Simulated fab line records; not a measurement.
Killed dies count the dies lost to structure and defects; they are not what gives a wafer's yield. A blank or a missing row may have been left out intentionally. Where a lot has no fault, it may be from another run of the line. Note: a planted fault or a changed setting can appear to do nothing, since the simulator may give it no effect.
Which tool did it?	flow n5Finfet	at 1 step of a route of 1938, 24 lots with 72 wafers sampled

## WHAT EACH GAUGE READ, for each wafer
N5_BEOL_M1_OVL_MEAS_29. Usual: for V0_OVL the level is 0.4 nm and the standard deviation is 0.68.
lot	measured	on	V0_OVL (nm)	flag
L074	day 6 08:05	overlay-01	0.2 -0.4 0.2	
L075	day 6 18:23	overlay-01	0.2 0.6 0.5	
L076	day 6 22:57	overlay-02	0.6 0.5 0.3	
L077	day 7 02:23	overlay-02	0.5 1.0 0.8	
L078	day 7 05:20	overlay-02	-0.4 -1.4 -0.6	
L079	day 7 16:38	overlay-01	0.4 1.0 0.9	
L080	day 7 23:57	overlay-02	0.2 1.7 1.1	
L081	day 8 00:20	overlay-02	0.7 0.3 0.2	
L082	day 8 04:04	overlay-02	0.8 0.4 -0.3	
L083	day 8 12:40	overlay-02	0.3 0.8 -0.3	
L084	day 8 18:31	overlay-02	1.4 1.4 -0.2	
L085	day 8 21:41	overlay-01	0.4 0.0 0.0	
L086	day 9 06:13	overlay-02	2.0 1.3 1.2	
L087	day 9 13:28	overlay-01	0.5 1.1 1.1	
L088	day 9 21:14	overlay-01	-0.1 -0.4 -0.1	
L090	day 10 03:25	overlay-02	0.8 1.2 1.0	
L089	day 10 03:29	overlay-01	0.6 -0.4 -0.6	
L091	day 10 11:53	overlay-01	-0.1 0.9 0.9	
L092	day 10 16:16	overlay-02	-0.6 1.1 0.2	
L093	day 10 20:09	overlay-01	0.4 -0.7 0.6	
L094	day 11 04:17	overlay-01	0.4 -0.2 0.2	
L095	day 11 10:18	overlay-02	-0.8 -0.5 0.1	
L096	day 11 16:32	overlay-01	0.1 0.1 0.2	
L097	day 11 20:08	overlay-01	-0.4 -0.1 0.5	

## WHICH TOOL RAN EACH LOT (tool, then ch and the chambers of the sampled wafers, then the start)
There is no process step in the record ahead of these readings.

## WHAT THE TOOLS THEMSELVES READ (means of the sampled wafers that have a number; where no wafer has one, the mark that the record gives instead)
The record holds no such reading with a usual standard deviation.

## THE ANSWER, worked out from the rows above alone
Rule: a lot is off if the mean of its wafers that have a number lies more than 3 standard deviations from the usual mean. Also off: a lot with no number at a reading for which 4 or more lots have one. Where the step has rows for the other lots, those lots are counted as sound. The gauges are gone through in route order, then the tools' own readings, and for those a lot's mean is taken as printed above. The first step at which some lot is off is used, and at that step the reading that is off furthest; a lot without a number counts as furthest.
No lot is off at any reading shown: from this, nothing can be told.

## WHAT THE SIMULATOR PUT IN
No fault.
